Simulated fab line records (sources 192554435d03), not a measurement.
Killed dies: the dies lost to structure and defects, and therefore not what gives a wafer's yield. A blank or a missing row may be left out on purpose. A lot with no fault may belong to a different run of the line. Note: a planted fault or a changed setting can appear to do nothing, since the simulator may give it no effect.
Chamber matching	flow n5-finfet	rie-diel-04 running N5_FIN_CUT_STRIP_24: 4 sister chambers
The step strips in CF4. 8 wafers are shown with their chamber, then 8 later ones without.

WAFERS WITH THEIR CHAMBER
wafer	chamber	throttle-valve-pct (%)	oes-product-au (a.u.)
L078.1	2	13.40	0.79
L085.1	1	13.41	0.89
L085.3	2	13.43	0.79
L088.5	0	13.90	0.71
L089.1	3	14.05	0.72
L089.3	1	13.42	0.88
L089.4	3	14.04	0.71
L091.3	0	13.90	0.70

WAFERS WITHOUT THEIR CHAMBER
wafer	throttle-valve-pct (%)	oes-product-au (a.u.)
L091.4	14.03	0.72
L091.5	14.02	0.72
L093.3	13.46	0.77
L093.5	14.03	0.71
L093.6	13.46	0.78
L095.1	13.47	0.78
L095.2	13.92	0.70
L095.3	14.05	0.71

EACH ONE'S CHAMBER
wafer	from the rows above	in truth
L091.4	3	3
L091.5	3	3
L093.3	2	2
L093.5	3	3
L093.6	2	2
L095.1	2	2
L095.2	0	0
L095.3	3	3
Placed correctly: 8 of 8. Not placeable from these rows: 0. Placed wrongly: 0.
How it was worked out, from the rows above alone: a wafer's distance from a chamber is the root of the sum, over the readings, of the square of ((its reading less the chamber's mean) divided by the reading's scatter). If the next closest chamber is less than 2 further off than the closest, the wafer can't be placed; otherwise it belongs to the closest. The mean given for a chamber averages the wafers shown for that chamber. The scatter is the square root of a quotient: the sum, over the shown wafers, of each reading's squared deviation from its chamber's mean, divided by wafers minus chambers.
